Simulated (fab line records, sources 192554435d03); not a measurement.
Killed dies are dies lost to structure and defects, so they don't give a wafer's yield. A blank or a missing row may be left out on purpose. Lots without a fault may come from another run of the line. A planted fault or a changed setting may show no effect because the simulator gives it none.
fab line records | flow n5_finfet | part 2 of 2: steps 24 to 29 of 29
record lots=5 wafers=15 last_day=18
route steps=1938 shown BEOL_M10@1482
lots that met no fault: from a run of the same line without faults
start_h: hours from the record's first day to the start of the lot's first wafer shown | wait_h: hours since the lot's step before | " the same as in the row above | L1.1+2: a row that stands for several wafers | - no value, or no start given | * or withheld: withheld | < > ~ a bound
route shown NAME@n: a module of which the file shows steps, and the number in the route of the first | usual: mean/standard deviation of fault-free wafers | same: alike in all rows | chamber/n: place in a boat | sites: the reading at each site | _std_site: their standard deviation | _edge_site: outer sites' mean less inner sites' | radius_mm: how far each site lies from the wafer's centre | mask NAME#n: copy n | behind: the tool/chamber that last shaped the wafer | hold: why the lot was held/for how many hours/how that ended | device: the transistor (n, p or np) that didn't switch | end of line: the same wafers' tests at the end of the route | a step without rows: its recipe alone | killed: dies lost to structure and defects at the first sort, not the wafer's yield | map: a wafer's dies, x killed, . not, _ none there
set.NAME: the setting as run; set.NAME@STEP: as run at that earlier step | model.NAME: the simulator's own value behind a step, which no gauge read
lots at some steps of the route; a table a step, a row a wafer
services: from which hour (start_h, from the record's first day; less than 0 if before it) a tool's chamber was out of use, for how many hours, and why
## steps
# step N5_BEOL_M10_DESCUM_33
# recipe chemistry=O2 time_s=7.9 source_power_w=50 bias_power_w=20 pressure_mtorr=20 rf_frequency_hz=2.712e+07 temp_c=40 resist=CAR-ArF o2_flow_sccm=225
# usual drypump_motor_current_A=5.8/0.4 oes_product_au=0.79/0.075 rf_vpp_V=243.3/1.4 showerhead_plenum_p_Torr=2.11/0.071 throttle_valve_pct=20.49/0.29
# columns lot.wafer tool chamber start_h wait_h drypump_motor_current_A oes_product_au rf_hours_counter_h rf_vpp_V showerhead_plenum_p_Torr throttle_valve_pct
L074.2 rie_diel-06 3 224.64 0.3 5.4 0.83 102 242.0 2.11 20.28
L074.3 " 1 " " 5.8 0.80 96 242.2 2.02 20.70
L074.6 " 2 " " 6.8 0.73 - 243.3 2.08 20.90
L077.2 rie_diel-06 2 267.70 0.0 6.8 0.72 207 242.3 2.07 20.91
L077.3 " 1 " " 5.8 0.80 110 242.9 2.01 20.72
L077.4 " 3 " " 5.4 0.81 116 242.6 2.11 20.29
L080.3 rie_diel-06 3 293.10 0.0 5.4 0.79 128 242.7 2.10 20.33
L080.4 " 1 " " 5.8 0.79 114 242.7 2.01 20.71
L080.6 " 2 " " 6.9 0.71 - 243.0 2.07 20.93
L087.1 rie_diel-03 1 307.48 0.1 5.8 0.82 80 244.8 2.21 20.17
L087.2 " 0 " " 6.0 0.97 10 243.4 2.15 20.52
L087.4 " 3 " " 5.1 0.99 3 244.2 2.23 20.27
L097.1 rie_diel-03 2 382.80 0.0 5.6 0.73 178 244.5 2.18 20.72
L097.3 " 1 " " 5.8 0.80 106 244.4 2.20 20.23
L097.5 " 2 " " 5.6 0.74 - 243.3 2.18 20.72
# step N5_BEOL_M10_ETCH_65
# recipe chemistry=CF4 target=SiARC target_depth_a=390 mask_material=CAR-ArF time_s=65 ion_energy_ev=80 pressure_mtorr=40 source_w=545 bias_w=36 Ar_flow_sccm=100 cf4_flow_sccm=100 ends=cleared
# usual cf4_flow_sccm=100.0/0.33 drypump_motor_current_A=5.8/0.4 etch_rf_on_time_s=64.9/0.97 oes_product_au=0.68/0.063 rf_vpp_V=184.3/1.1 showerhead_plenum_p_Torr=2.16/0.065 throttle_valve_pct=15.67/0.29
# columns lot.wafer tool chamber start_h wait_h cf4_flow_sccm drypump_motor_current_A etch_rf_on_time_s oes_product_au rf_hours_counter_h rf_vpp_V showerhead_plenum_p_Torr throttle_valve_pct
L074.2 rie_diel-06 3 224.68 0.0 100.1 5.4 64.0 0.70 102 183.1 2.16 15.45
L074.3 " 1 " " 99.7 5.8 64.3 0.69 96 183.6 2.08 15.84
L074.6 " 2 " " 99.8 6.9 65.4 0.63 - 184.4 2.13 16.12
L077.2 rie_diel-06 2 267.73 0.0 99.9 6.8 66.1 0.62 208 184.7 2.13 16.16
L077.3 " 1 " " 99.9 5.8 64.5 0.68 110 184.0 2.07 15.87
L077.4 " 3 " " 99.8 5.4 63.7 0.69 116 184.4 2.15 15.48
L080.3 rie_diel-06 3 293.13 0.0 100.3 5.4 64.6 0.68 128 182.9 2.15 15.49
L080.4 " 1 " " 100.3 5.8 65.0 0.67 114 183.7 2.07 15.88
L080.6 " 2 " " 100.2 6.8 66.8 0.61 - 184.2 2.12 16.18
L087.1 rie_diel-03 1 307.51 0.0 99.9 5.8 65.9 0.71 80 184.5 2.26 15.39
L087.2 " 0 " " 100.5 6.0 63.4 0.82 10 184.4 2.19 15.57
L087.4 " 3 " " 99.8 5.1 65.0 0.84 3 186.0 2.28 15.40
L097.1 rie_diel-03 2 382.83 0.0 99.6 5.7 65.6 0.63 178 184.7 2.22 15.87
L097.3 " 1 " " 99.7 5.8 66.8 0.68 106 185.9 2.25 15.45
L097.5 " 2 " " 100.3 5.7 65.5 0.63 - 185.4 2.21 15.88
# step N5_BEOL_M10_ETCH_66
# recipe chemistry=N2/H2 target=SOC target_depth_a=1200 overetch_a=240 mask_material=SiARC temp_c=40 time_s=180 ion_energy_ev=200 pressure_mtorr=30 source_w=840 bias_w=150 n2_flow_sccm=200 h2_flow_sccm=200
# usual drypump_motor_current_A=5.8/0.4 oes_product_au=0.64/0.058 rf_vpp_V=524.5/2.4 showerhead_plenum_p_Torr=2.56/0.081 throttle_valve_pct=17.9/0.32
# columns lot.wafer tool chamber start_h wait_h drypump_motor_current_A oes_product_au rf_hours_counter_h rf_vpp_V showerhead_plenum_p_Torr throttle_valve_pct
L074.2 rie_diel-06 3 224.73 0.0 5.4 0.66 102 524.9 2.56 17.7
L074.3 " 1 " " 5.8 0.65 96 521.7 2.46 18.1
L074.6 " 2 " " 6.9 0.59 - 522.5 2.51 18.1
L077.2 rie_diel-06 2 267.78 0.0 6.9 0.58 208 521.8 2.51 18.2
L077.3 " 1 " " 5.8 0.64 110 521.0 2.45 18.2
L077.4 " 3 " " 5.4 0.66 116 524.7 2.56 17.7
L080.3 rie_diel-06 3 293.18 0.0 5.4 0.64 128 523.9 2.55 17.7
L080.4 " 1 " " 5.8 0.64 114 521.6 2.45 18.2
L080.6 " 2 " " 6.8 0.58 - 522.4 2.50 18.2
L087.1 rie_diel-03 1 307.56 0.0 5.8 0.68 80 528.7 2.67 17.5
L087.2 " 0 " " 6.0 0.77 10 526.6 2.60 17.8
L087.4 " 3 " " 5.1 0.79 3 528.7 2.71 17.6
L097.1 rie_diel-03 2 382.88 0.0 5.7 0.60 178 525.3 2.64 18.0
L097.3 " 1 " " 5.8 0.66 106 527.6 2.66 17.5
L097.5 " 2 " " 5.7 0.60 - 526.4 2.64 18.0
# step N5_BEOL_M10_STRIP_69
# recipe chemistry=N2/H2 temp_c=40 n2_flow_sccm=200 h2_flow_sccm=200 rf_frequency_hz=6e+07
# columns lot.wafer tool chamber start_h wait_h
L074.2+3+6 rie_diel-06 3,1,2 224.84 0.1
L077.2+3+4 rie_diel-06 2,1,3 267.90 0.1
L080.3+4+6 rie_diel-06 3,1,2 293.30 0.1
L087.1+2+4 rie_diel-03 1,0,3 307.68 0.1
L097.1+3+5 rie_diel-03 2,1,2 383.00 0.1
# step N5_BEOL_M10_VIA_ETCH_34
# recipe chemistry=C4F6/O2 target=SiCOH_lowk target_depth_a=1845 mask_material=SOC taper_deg=4 time_s=69.2 ion_energy_ev=250 pressure_mtorr=30 source_w=345 bias_w=185 Ar_flow_sccm=300 C4F6_flow_sccm=10 O2_flow_sccm=10
# usual drypump_motor_current_A=5.8/0.4 oes_product_au=0.79/0.075 rf_vpp_V=667/4.3 showerhead_plenum_p_Torr=2.87/0.088 throttle_valve_pct=21.0/0.31
# columns lot.wafer tool chamber start_h wait_h drypump_motor_current_A oes_product_au rf_hours_counter_h rf_vpp_V showerhead_plenum_p_Torr throttle_valve_pct
L074.2 rie_diel-06 3 224.85 0.0 5.4 0.83 102 671 2.87 20.8
L074.3 " 1 " " 5.8 0.82 96 659 2.76 21.2
L074.6 " 2 " " 6.9 0.73 - 671 2.84 21.4
L077.2 rie_diel-06 2 267.91 0.0 6.8 0.72 208 670 2.83 21.5
L077.3 " 1 " " 5.9 0.79 110 659 2.75 21.2
L077.4 " 3 " " 5.4 0.81 116 669 2.87 20.8
L080.3 rie_diel-06 3 293.31 0.0 5.4 0.80 128 670 2.86 20.8
L080.4 " 1 " " 5.7 0.79 114 659 2.75 21.2
L080.6 " 2 " " 6.8 0.71 - 670 2.83 21.5
L087.1 rie_diel-03 1 307.69 0.0 5.8 0.82 80 662 3.00 20.7
L087.2 " 0 " " 6.0 0.96 11 671 2.91 21.0
L087.4 " 3 " " 5.1 0.99 3 672 3.04 20.8
L097.1 rie_diel-03 2 383.01 0.0 5.7 0.73 178 672 2.95 21.1
L097.3 " 1 " " 5.8 0.80 107 662 2.99 20.7
L097.5 " 2 " " 5.7 0.74 - 670 2.95 21.1
# step N5_BEOL_M10_STRIP_73
# recipe chemistry=C4F6/O2 resist=SiARC rf_frequency_hz=6e+07
# columns lot.wafer tool chamber start_h wait_h
L074.2+3+6 rie_diel-06 3,1,2 224.90 0.0
L077.2+3+4 rie_diel-06 2,1,3 267.96 0.0
L080.3+4+6 rie_diel-06 3,1,2 293.36 0.0
L087.1+2+4 rie_diel-03 1,0,3 307.74 0.0
L097.1+3+5 rie_diel-03 2,1,2 383.06 0.0
## services
# columns tool chamber start_h hours kind
arfi_scanner-03 - 201.70 1.1 repair
arfi_scanner-03 - 202.84 1.0 pm
rie_metal-03 1 239.02 11.6 repair
rie_diel-01 1 247.05 2.6 repair
rie_diel-03 3 247.54 9.3 repair
rie_metal-03 - 258.26 0.4 repair
arfi_scanner-01 - 258.29 0.8 pm
arfi_scanner-03 - 261.10 1.0 repair
arfi_scanner-01 - 266.43 1.0 pm
rie_diel-03 - 267.25 1.6 repair
arfi_scanner-01 - 272.60 1.3 pm
arfi_scanner-03 - 273.38 6.0 pm
arfi_scanner-01 - 277.39 1.0 pm
arfi_scanner-03 - 279.38 0.8 pm
arfi_scanner-03 - 300.29 0.8 pm
arfi_scanner-03 - 301.34 1.0 pm
rie_metal-01 0 302.31 5.3 repair
arfi_scanner-01 - 305.91 3.1 pm
arfi_scanner-03 - 321.99 1.3 pm
arfi_scanner-03 - 323.29 1.5 pm
rie_diel-03 2 330.71 4.4 repair
arfi_scanner-01 - 352.27 2.1 repair
rie_metal-01 1 362.21 3.6 repair
rie_diel-06 - 370.27 2.8 pm
